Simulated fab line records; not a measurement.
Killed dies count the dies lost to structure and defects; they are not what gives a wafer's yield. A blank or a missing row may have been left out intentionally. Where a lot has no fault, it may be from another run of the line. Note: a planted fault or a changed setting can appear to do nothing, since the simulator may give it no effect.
Chamber matching / flow nand-harc / NHARC_A_BLC_STRIP_21 on rie-diel-04: 4 sister chambers
The step strips in O2. 4 wafers are shown with their chamber, then 7 later ones without.

== WAFERS PAIRED WITH THEIR CHAMBERS ==
wafer=L521.1; chamber=2; oes-product-au (a.u.)=0.983
wafer=L525.4; chamber=3; oes-product-au (a.u.)=1.025
wafer=L530.2; chamber=0; oes-product-au (a.u.)=1.017
wafer=L530.3; chamber=1; oes-product-au (a.u.)=1.010

== WAFERS MISSING THEIR CHAMBER ==
wafer=L530.4; oes-product-au (a.u.)=1.007
wafer=L531.1; oes-product-au (a.u.)=1.006
wafer=L531.2; oes-product-au (a.u.)=1.005
wafer=L531.5; oes-product-au (a.u.)=0.993
wafer=L538.2; oes-product-au (a.u.)=0.997
wafer=L538.3; oes-product-au (a.u.)=1.020
wafer=L538.5; oes-product-au (a.u.)=1.022

== WHICH CHAMBER EACH WENT THROUGH ==
wafer=L530.4; from the rows above=can't be placed: 1 or 0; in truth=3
wafer=L531.1; from the rows above=can't be placed: 1 or 0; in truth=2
wafer=L531.2; from the rows above=can't be placed: 1 or 0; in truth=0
wafer=L531.5; from the rows above=can't be placed: 2 or 1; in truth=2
wafer=L538.2; from the rows above=can't be placed: 1 or 2 or 0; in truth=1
wafer=L538.3; from the rows above=can't be placed: 0 or 3 or 1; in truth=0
wafer=L538.5; from the rows above=can't be placed: 3 or 0 or 1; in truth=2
0 of 7 placed correctly. Can't be placed from these rows: 7 (the true chamber is among the candidates in 4). Wrongly placed: 0.
How it was worked out, from the rows above alone: a wafer's distance from a chamber is the root of the sum, over the readings, of the square of ((its reading less the chamber's mean) divided by the reading's scatter). If the next closest chamber is less than 2 further off than the closest, the wafer can't be placed; otherwise it belongs to the closest. Each chamber's mean is taken over the wafers shown for it. The scatter: with one shown wafer a chamber, the root of the mean of the squares of how far each hidden wafer lies from its nearest shown one.
